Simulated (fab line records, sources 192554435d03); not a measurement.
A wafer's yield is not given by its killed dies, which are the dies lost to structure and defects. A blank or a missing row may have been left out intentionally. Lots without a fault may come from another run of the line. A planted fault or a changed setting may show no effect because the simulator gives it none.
Comparing a struck lot with a sound one | flow n5-finfet | 13 steps out of a route of 1938
Sound: the wafers L708.3, L708.4, L708.6. Struck: wafers L720.1, L720.4, L720.6. The cause is named last.
For every step that has rows: the tool of each side, followed by ch and its chambers, followed by its first start. Under that, the readings that differ: sound wafers | struck wafers | difference of the means | sigmas: that difference in standard deviations of wafers without a fault.
alike: same words and numbers on both sides, and readings whose means sit less than 2 such deviations apart. not compared: any withheld reading, any reading some wafer has no value for, any bound like >300 that may hide the same value, and any number with overlapping values for which the record gives no deviation.
Wherever a step has rows on one side only, a row that says differs or no value, or a row with sigmas, the two part there. Non-overlapping numbers with no deviation appear without sigmas and do not part them. A reading that every wafer of one side lacks parts them only if that side has two wafers or more.

first, 9 steps without rows for these wafers: N5_BEOL_M0_SAQP_DEVELOP_39 (develop time 30 s); N5_BEOL_M0_SAQP_DESCUM_45 (chemistry O2, time 7 s); N5_BEOL_M0_SAQP_ETCH_88 (etches underlayer in N2/H2, target depth 6.5 nm, time 5.2 s); N5_BEOL_M0_SAQP_ETCH_73 (etches SiARC in CF4, target depth 19.5 nm, time 32.5 s); N5_BEOL_M0_SAQP_CUT_ETCH_46 (etches SOC in N2/H2, target depth 135 nm, overetch 27 nm, time 202.5 s); N5_BEOL_M0_SAQP_STRIP_74 (strips in N2/H2); N5_BEOL_M0_SAQP_STRIP_89 (strips in N2/H2); N5_BEOL_M0_SAQP_ALD_48 (deposits SiO2, target thk 20 nm, pulse time 1 s, co reactant pulse time 1 s); N5_BEOL_M0_SAQP_ETCH_49 (etches SiO2 in CF4/O2, target depth 37 nm).
N5_BEOL_M0_SAQP_STRIP_75: strips in CF4.
  sound on rie-diel-04 ch 1,2,3, day 6 03:02; struck on rie-diel-01 ch 0,1,3, day 9 03:49
  no value came back on the struck wafers for any of 8 readings (bias-power-w (W), cf4-flow-sccm (sccm) and others); on the sound wafers bias-power-w (W) reads 75.07 74.48 75.12
  not compared: rf-hours-counter-h
then, 1 step without rows for these wafers: N5_BEOL_M0_CUTY_COAT_50 (time 60 s, resist thk 15 nm).
-- here the record skips 3 days between the struck wafers' starts before and after, leaving off in module BEOL_M0_CUTY and picking up in module BEOL_M4 (first step shown: number 1111 of the route) --
N5_BEOL_M4_RC_MEAS_101:
  sound on prober-02 ch 0, day 10 06:19; struck on prober-02 ch 0, day 12 14:01
  reading       | sound          | struck         | difference | sigmas
  SS_N (mV/dec) | 71.1 71.0 70.4 | 72.2 71.9 71.6 | +1.1       | +2
  alike: DIBL_N, DIBL_P, IOFF_N, IOFF_P, ION_N, ION_P, SS_P, VT_N, VT_P
N5_PASSIVATION_PROBE_49:
  the record holds rows for the sound wafers here (prober-02, day 14 23:29) but none for the struck ones

## WHERE THEY PART
Last at N5_PASSIVATION_PROBE_49 as far as this record goes, first at N5_BEOL_M0_SAQP_STRIP_75.

WHY: the cause the simulator had injected
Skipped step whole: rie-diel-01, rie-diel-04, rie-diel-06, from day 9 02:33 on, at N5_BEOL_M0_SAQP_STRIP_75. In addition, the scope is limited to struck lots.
